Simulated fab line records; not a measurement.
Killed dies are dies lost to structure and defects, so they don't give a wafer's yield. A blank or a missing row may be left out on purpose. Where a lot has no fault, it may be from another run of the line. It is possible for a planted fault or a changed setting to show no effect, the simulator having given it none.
Chamber matching + flow nand_harc + NHARC_A_DECK1_JOINT_CMP_13 on cmp-03 has 4 sister chambers
The step polishes, target thk 51.023 nm. 14 wafers are shown with their chamber, then 6 later ones without.

## WAFERS PAIRED WITH THEIR CHAMBERS
| wafer  | chamber | motor_current_A (A) | time_to_endpoint_s (s) |
|--------|---------|---------------------|------------------------|
| L893.1 | 1       | 11.9                | 9.1                    |
| L893.2 | 0       | 11.9                | 7.6                    |
| L893.5 | 1       | 12.2                | 7.6                    |
| L894.1 | 0       | 12.0                | 8.4                    |
| L894.3 | 3       | 11.5                | 5.1                    |
| L894.5 | 1       | 12.3                | 6.8                    |
| L897.1 | 3       | 12.5                | 7.9                    |
| L897.4 | 2       | 10.7                | 9.8                    |
| L897.6 | 3       | 11.9                | 6.7                    |
| L900.4 | 2       | 9.9                 | 11.1                   |
| L900.6 | 1       | 11.6                | 12.6                   |
| L909.1 | 0       | 11.6                | 10.7                   |
| L909.3 | 1       | 11.8                | 10.3                   |
| L909.5 | 3       | 12.0                | 10.2                   |

SIGNATURES, as means of the wafers listed above
| reading            | chamber 0 | chamber 1 | chamber 2 | chamber 3 | scatter within a chamber |
|--------------------|-----------|-----------|-----------|-----------|--------------------------|
| motor_current_A    | 11.833    | 11.960    | 10.300    | 11.975    | 0.353                    |
| time_to_endpoint_s | 8.900     | 9.280     | 10.450    | 7.475     | 2.02                     |
Rule: for a wafer and a chamber, the distance is found by dividing, reading by reading, the gap between the wafer's reading and the chamber's mean by the reading's scatter, squaring, summing and taking the root. The wafer belongs to the nearest chamber; if the next one is less than 2 further off, it can't be placed. How the scatter is found: for the shown wafers, subtract from each reading the mean of its chamber, square and add these, divide the total by (wafers less chambers), then take the root.

## WAFERS WITHOUT THEIR CHAMBER
| wafer  | motor_current_A (A) | time_to_endpoint_s (s) |
|--------|---------------------|------------------------|
| L910.2 | 11.6                | 7.5                    |
| L910.5 | 12.1                | 7.9                    |
| L910.6 | 10.4                | 9.9                    |
| L912.2 | 11.8                | 7.1                    |
| L912.5 | 11.1                | 7.6                    |
| L912.6 | 10.5                | 9.0                    |

## WHICH CHAMBER EACH ONE RAN IN
| wafer  | from the rows above               | in truth |
|--------|-----------------------------------|----------|
| L910.2 | can't be placed: 0 or 3 or 1      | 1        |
| L910.5 | can't be placed: 3 or 1 or 0      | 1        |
| L910.6 | 2                                 | 2        |
| L912.2 | can't be placed: 3 or 0 or 1      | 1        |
| L912.5 | can't be placed: 0 or 3 or 1 or 2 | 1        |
| L912.6 | 2                                 | 2        |
2 of 6 placed correctly. Not placeable from these rows: 4 (in 4, the candidates include the true chamber). Number placed wrongly: 0.
